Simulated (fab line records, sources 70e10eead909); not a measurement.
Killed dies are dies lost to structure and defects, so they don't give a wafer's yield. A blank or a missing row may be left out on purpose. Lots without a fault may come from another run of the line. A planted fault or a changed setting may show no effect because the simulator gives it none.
A struck lot beside a sound one | flow nand_harc | 19 steps out of a route of 1302
Sound: wafers L211.3, L211.4, L211.6. Struck: wafers L202.3, L202.5, L202.6. The cause comes at the end.
At each step with rows: each side's tool, then ch and its chambers, then its first start. Under that, the readings that differ: sound wafers | struck wafers | difference of the means | sigmas: that difference in standard deviations of wafers without a fault.
alike: readings whose means differ by less than 2 such deviations, and words and numbers that are the same on both sides. not compared: withheld readings, readings that some wafer has no value for, bounds like >300 that may hide the same value, and numbers for which the record gives no deviation and whose values overlap.
The two part at a step that has a row with sigmas, a row that says differs or no value, or rows on one side only. Numbers that don't overlap but have no deviation are shown without sigmas and don't part them. A reading that every wafer of one side lacks parts them only if that side has two wafers or more.

NHARC_P_GATE_CD_MEAS_91: target cd 2000 nm.
  sound on cd_sem-03 ch 0, day 12 19:07; struck on cd_sem-01 ch 0, day 9 05:03
  alike: cd_nm
then, 1 step without rows for these wafers: NHARC_P_GATE_HARDBAKE_92 (time 80 s).
NHARC_P_GATE_DESCUM_93: chemistry O2, time 3 s.
  sound on rie_diel-09 ch 0,1, day 12 19:17; struck on rie_diel-04 ch 1,2, day 9 05:12
  reading                         | sound          | struck         | difference | sigmas
  showerhead_plenum_p_Torr (Torr) | 1.84 1.83 1.79 | 1.99 1.93 1.99 | +0.15      | +2
  alike: drypump_motor_current_A, oes_product_au, rf_vpp_V, throttle_valve_pct
  not compared: rf_hours_counter_h
then, 4 steps without rows for these wafers: NHARC_P_GATE_IMPLANT_94; NHARC_P_GATE_STRIP_113 (strips in N2/H2, time 740 s); NHARC_P_GATE_STRIP_95 (strips in O2); NHARC_P_GATE_STRIP_96 (strips in SPM, time 900 s).
NHARC_P_GATE_RTA_64: time 1 s.
  sound on rtp_anneal-01 ch 0, day 12 21:01; struck on rtp_anneal-01 ch 0, day 9 06:55
  alike: anneal_temp_c_max, lamp_power_pct, wafer_temp_C_max
then, 1 step without rows for these wafers: NHARC_P_GATE_ETCH_77 (etches SiO2 in dHF, target depth 6 nm).
NHARC_P_GATE_DEGAS_109: time 60 s.
  sound on pvd_sputter-01, day 12 21:16; struck on pvd_sputter-01, day 9 07:10
  alike: heater_power_w
then, 2 steps without rows for these wafers: NHARC_P_GATE_PRE_CLEAN_110 (time 30 s); NHARC_P_GATE_SPUTTER_78 (material Ni, target thk 10 nm).
NHARC_P_GATE_SPUTTER_79: material TiN, target thk 10 nm.
  sound on pvd_sputter-01, day 12 21:28; struck on pvd_sputter-01, day 9 07:20
NHARC_P_GATE_RTA_80: time 30 s.
  sound on rtp_anneal-01 ch 0, day 12 21:37; struck on rtp_anneal-01 ch 0, day 9 07:31
  alike: anneal_temp_c_max, wafer_temp_C_max
then, 2 steps without rows for these wafers: NHARC_P_GATE_STRIP_67 (strips in SPM, time 600 s); NHARC_P_GATE_RTA_82 (time 30 s).
NHARC_P_GATE_INSPECT_68:
  sound on defect_inspect-01, day 12 22:13; struck on defect_inspect-02, day 9 08:07
  reading          | sound       | struck         | difference | sigmas
  raw_defect_count | 377 155 141 | 1383 1427 1404 | +1180      | +16
NHARC_P_CONTACT_DEP_30: deposits SiNx, target thk 30 nm.
  sound on pecvd-04 ch 1,2, day 12 22:24; struck on pecvd-04 ch 1,2, day 9 08:14
  alike: heater_power_outer_w, heater_power_w, rf_fwd_power_W
-- the record jumps here: 18 days lie between the struck wafers' starts before and after (it left off in module P_CONTACT and takes up again in module END, whose first step shown is number 1302 of the route) --
NHARC_END_SORT_01:
  the record has rows for the struck wafers here (prober-01 ch 0, day 27 16:19) and none for the sound ones

WHERE THEY PART
First at NHARC_P_GATE_DESCUM_93; last, within this record, at NHARC_END_SORT_01.

WHY: what the simulator had put in
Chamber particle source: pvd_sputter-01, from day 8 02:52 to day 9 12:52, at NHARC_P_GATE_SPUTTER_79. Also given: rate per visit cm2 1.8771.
